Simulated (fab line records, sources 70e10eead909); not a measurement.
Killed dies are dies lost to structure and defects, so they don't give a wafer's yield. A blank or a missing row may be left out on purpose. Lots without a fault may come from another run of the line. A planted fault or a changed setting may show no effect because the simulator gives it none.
Chamber matching | flow nand_harc | NHARC_P_M1_DESCUM_14 on rie_diel-13: 4 sister chambers
The step chemistry O2, time 3 s. 20 wafers are shown with their chamber, then 10 later ones without.

WAFERS WITH THEIR CHAMBER
wafer  | chamber | showerhead_plenum_p_Torr (Torr) | drypump_motor_current_A (A) | oes_product_au (a.u.)
L077.1 | 3       | 1.78                            | 5.9                         | 1.014
L077.2 | 0       | 2.04                            | 6.2                         | 0.997
L077.3 | 1       | 1.99                            | 5.4                         | 1.006
L080.1 | 2       | 1.98                            | 5.5                         | 1.014
L080.4 | 0       | 2.04                            | 6.2                         | 0.995
L080.5 | 2       | 1.98                            | 5.5                         | 1.028
L079.3 | 1       | 1.99                            | 5.3                         | 1.015
L079.4 | 2       | 1.98                            | 5.5                         | 1.029
L079.6 | 3       | 1.78                            | 5.8                         | 0.996
L082.2 | 2       | 1.98                            | 5.6                         | 1.034
L082.5 | 0       | 2.04                            | 6.2                         | 0.985
L082.6 | 1       | 1.99                            | 5.3                         | 1.019
L081.1 | 2       | 1.97                            | 5.6                         | 1.028
L081.2 | 1       | 1.99                            | 5.4                         | 1.014
L081.4 | 3       | 1.78                            | 5.8                         | 1.008
L083.4 | 1       | 1.99                            | 5.4                         | 1.018
L083.5 | 2       | 1.97                            | 5.6                         | 1.035
L083.6 | 3       | 1.78                            | 5.8                         | 0.994
L087.1 | 2       | 1.97                            | 5.5                         | 1.013
L087.5 | 1       | 1.99                            | 5.4                         | 1.021

SIGNATURES (means of the wafers above)
reading                  | chamber 0 | chamber 1 | chamber 2 | chamber 3 | scatter within a chamber
showerhead_plenum_p_Torr | 2.0400    | 1.9900    | 1.9757    | 1.7800    | 0.00327
drypump_motor_current_A  | 6.200     | 5.367     | 5.543     | 5.825     | 0.0487
oes_product_au           | 0.99233   | 1.01550   | 1.02586   | 1.00300   | 0.00781
Rule: a wafer's distance from a chamber is the root of the sum, over the readings, of the square of ((its reading less the chamber's mean) divided by the reading's scatter). The wafer belongs to the nearest chamber; if the next one is less than 2 further off, it can't be placed. The scatter: the root of (the sum of the squares of (reading less its chamber's mean) over the shown wafers, divided by (wafers less chambers)).

WAFERS WITHOUT THEIR CHAMBER
wafer  | showerhead_plenum_p_Torr (Torr) | drypump_motor_current_A (A) | oes_product_au (a.u.)
L087.6 | 2.04                            | 6.3                         | 0.986
L089.1 | 2.04                            | 6.2                         | 0.992
L089.3 | 1.99                            | 5.4                         | 1.012
L089.4 | 1.97                            | 5.6                         | 1.012
L088.1 | 1.78                            | 5.8                         | 1.002
L088.2 | 2.04                            | 6.2                         | 0.985
L088.4 | 1.99                            | 5.4                         | 1.024
L093.1 | 2.04                            | 6.3                         | 0.993
L093.2 | 1.97                            | 5.6                         | 1.033
L093.3 | 1.78                            | 5.8                         | 1.012

WHICH CHAMBER EACH WENT THROUGH
wafer  | from the rows above | in truth
L087.6 | 0                   | 0
L089.1 | 0                   | 0
L089.3 | 1                   | 1
L089.4 | 2                   | 2
L088.1 | 3                   | 3
L088.2 | 0                   | 0
L088.4 | 1                   | 1
L093.1 | 0                   | 0
L093.2 | 2                   | 2
L093.3 | 3                   | 3
Placed correctly: 10 of 10. Can't be placed from these rows: 0. Placed wrongly: 0.
